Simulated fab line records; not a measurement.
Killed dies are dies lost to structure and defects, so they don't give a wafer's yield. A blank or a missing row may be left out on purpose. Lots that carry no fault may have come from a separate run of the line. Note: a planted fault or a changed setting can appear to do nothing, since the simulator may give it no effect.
Which tool did it?	flow nand harc	at 1 step of a route of 1302, 12 lots with 36 wafers sampled

== WHAT EACH GAUGE READ, for each wafer ==
NHARC_P_M0_THK_MEAS_24: measures by xrf.
lot	measured	on	thk nm (nm)
L075	day 6 18:46	film metro-02	117.6 119.7 116.6
L077	day 7 10:23	film metro-02	119.3 113.8 117.8
L079	day 8 21:08	film metro-02	117.6 117.0 118.4
L081	day 9 16:01	film metro-02	121.2 117.2 118.4
L084	day 10 07:14	film metro-02	119.5 120.2 122.4
L085	day 11 00:40	film metro-02	117.5 117.5 115.0
L087	day 11 09:47	film metro-02	117.2 116.7 119.0
L089	day 12 15:11	film metro-01	118.0 117.9 118.0
L091	day 13 03:39	film metro-02	117.2 119.2 118.5
L093	day 14 08:44	film metro-02	116.0 121.1 119.8
L095	day 15 06:40	film metro-02	118.1 119.1 115.0
L097	day 15 15:58	film metro-02	121.2 116.6 117.3

== EACH LOT AND THE TOOL THAT RAN IT (in order: tool; ch and the chambers of the sampled wafers; start) ==
Record: no process step prior to these readings.

== THE ANSWER, worked out from the rows above alone ==
Rule: what is usual is taken from the lots themselves. The widest of any qualifying gaps counts: lots, ordered by their means at a reading, are off when they make up no more than a third of the lots, leave a main group of 4 or more, and stand apart from it by 3 or more times the standard deviation of that group's means. A main group is skipped when, at the precision printed for the reading in the tables above, its means are all equal. A lot without any number at a reading at which 4 lots or more have one is off too. Any other lot the step has rows for is counted as sound.
Nothing can be told from this: no lot is off at any reading shown.

== WHAT THE SIMULATOR HAD INSERTED ==
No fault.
